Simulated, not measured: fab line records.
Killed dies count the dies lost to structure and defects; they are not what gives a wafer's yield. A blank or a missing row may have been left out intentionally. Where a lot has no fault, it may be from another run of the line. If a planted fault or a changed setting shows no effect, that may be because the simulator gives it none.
Commonality check across tools | flow nand harc | 42 wafers sampled across 14 lots

WHY IT WAS OPENED
At NHARC_A_ONON_D1_THK_MEAS_08 the reading thk nm is flagged on 2 of 14 lots. Fault-free wafers read 997 nm, with a standard deviation of 8.5.
Rule: a lot is flagged in two cases, either no wafer of it has a number, or all its wafers with numbers fall more than 4 standard deviations from that mean. As for the other lots, they are considered sound.

lot  | measured     | on            | thk nm (nm), wafer by wafer | flag
L601 | day 7 11:09  | film metro-02 | 993 993 992                 |
L602 | day 7 11:30  | film metro-02 | 986 985 987                 |
L603 | day 8 02:41  | film metro-01 | 979 978 978                 |
L604 | day 8 02:42  | film metro-02 | 1004 1004 1003              |
L606 | day 9 00:15  | film metro-01 | 1001 1001 1002              |
L610 | day 9 09:55  | film metro-02 | 998 998 1001                |
L609 | day 9 10:07  | film metro-02 | 984 984 981                 |
L608 | day 9 10:16  | film metro-02 | 997 999 1000                |
L617 | day 11 10:54 | film metro-02 | 605 603 604                 | FLAGGED
L618 | day 12 03:34 | film metro-02 | 604 604 603                 | FLAGGED
L619 | day 12 03:34 | film metro-01 | 998 999 999                 |
L623 | day 12 19:11 | film metro-01 | 1003 1002 1004              |
L622 | day 12 19:12 | film metro-01 | 1010 1011 1012              |
L624 | day 13 22:27 | film metro-02 | 986 987 988                 |
On average the flagged lots' numbers are 604 nm, which is -393 nm against the usual, or -46 standard deviations.

WHICH TOOL RAN EACH LOT
2 process steps preceding the reading are held in the record, out of 1159 steps in the route. Read each cell as the tool, then ch plus the chambers that the sampled wafers visited, then the start.
lot  | flag    | NHARC_A_ZERO_WELL_ETCH_19          | NHARC_A_ONON_D1_DEP_06
L601 |         | rie diel-03 ch 1,2,3, day 6 11:41  | pecvd onon-01 ch 0, day 7 10:42
L602 |         | rie diel-09 ch 1,2,3, day 6 12:41  | pecvd onon-01 ch 0, day 7 11:03
L603 |         | rie diel-01 ch 0,1,2, day 7 03:47  | pecvd onon-03 ch 0, day 8 02:11
L604 |         | rie diel-03 ch 0,1,3, day 6 23:26  | pecvd onon-02 ch 0, day 8 02:11
L606 |         | rie diel-03 ch 0,3, day 7 23:07    | pecvd onon-01 ch 0, day 8 23:55
L610 |         | rie diel-01 ch 0,1,2, day 8 10:28  | pecvd onon-03 ch 0, day 9 09:24
L609 |         | rie diel-01 ch 0,1,2, day 8 10:14  | pecvd onon-02 ch 0, day 9 09:40
L608 |         | rie diel-09 ch 1,3, day 8 11:00    | pecvd onon-03 ch 0, day 9 09:49
L617 | FLAGGED | rie diel-03 ch 0,2,3, day 10 12:46 | pecvd onon-02 ch 0, day 11 10:27
L618 | FLAGGED | rie diel-03 ch 1,2,3, day 11 02:49 | pecvd onon-02 ch 0, day 12 03:04
L619 |         | rie diel-03 ch 0,1,2, day 11 03:26 | pecvd onon-01 ch 0, day 12 03:04
L623 |         | rie diel-01 ch 0,1,2, day 11 22:00 | pecvd onon-01 ch 0, day 12 18:41
L622 |         | rie diel-01 ch 0,1,2, day 11 21:20 | pecvd onon-03 ch 0, day 12 18:45
L624 |         | rie diel-09 ch 0,2,3, day 12 21:12 | pecvd onon-01 ch 0, day 13 22:02
What the steps here do:
- NHARC_A_ZERO_WELL_ETCH_19: etches the open film in N2/H2, target depth 80 nm, overetch 24 nm, time 87.88 s.
- NHARC_A_ONON_D1_DEP_06: target thk 1000 nm.
- NHARC_A_ONON_D1_THK_MEAS_08: measures by ellipsometry.

FLAGGED OVER TOTAL, TOOL BY TOOL (the gauges that took the reading come last)
step                        | tool          | lots run | flagged | share of the flagged lots | sound lots run after its first flagged lot
NHARC_A_ZERO_WELL_ETCH_19   | rie diel-01   | 5        | 0       | none                      | -
NHARC_A_ZERO_WELL_ETCH_19   | rie diel-03   | 6        | 2       | all                       | 1 (L619)
NHARC_A_ZERO_WELL_ETCH_19   | rie diel-09   | 3        | 0       | none                      | -
NHARC_A_ONON_D1_DEP_06      | pecvd onon-01 | 6        | 0       | none                      | -
NHARC_A_ONON_D1_DEP_06      | pecvd onon-02 | 4        | 2       | all                       | 0
NHARC_A_ONON_D1_DEP_06      | pecvd onon-03 | 4        | 0       | none                      | -
NHARC_A_ONON_D1_THK_MEAS_08 | film metro-01 | 5        | 0       | none                      | -
NHARC_A_ONON_D1_THK_MEAS_08 | film metro-02 | 9        | 2       | all                       | 1 (L624)

WHAT IS ALLOWED BY THE TABLE
Every flagged lot was run by 3 rows of the table: rie diel-03 at NHARC_A_ZERO_WELL_ETCH_19, pecvd onon-02 at NHARC_A_ONON_D1_DEP_06 and film metro-02 at NHARC_A_ONON_D1_THK_MEAS_08.
- rie diel-03 at NHARC_A_ZERO_WELL_ETCH_19 ran 6 lots, 2 of them flagged. Lots that were sound ran on it after the first flagged one (L619); a persistent fault on the entire tool would not allow that.
- pecvd onon-02 at NHARC_A_ONON_D1_DEP_06 ran 4 lots, 2 of them flagged. Last sound lot L609 at day 9 09:40, first flagged lot L617 at day 11 10:27; a fault beginning in between fits.
- film metro-02 at NHARC_A_ONON_D1_THK_MEAS_08 ran 9 lots, 2 of them flagged. Lots that were sound ran on it after the first flagged one (L624); a persistent fault on the entire tool would not allow that.
One tool is left: pecvd onon-02 at NHARC_A_ONON_D1_DEP_06.

WHAT WAS PUT IN BY THE SIMULATOR
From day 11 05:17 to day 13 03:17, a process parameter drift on pecvd onon-02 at NHARC_A_ONON_D1_DEP_06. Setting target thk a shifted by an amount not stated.
Shown lots that were struck: L617, L618. Same finding as the rule above.
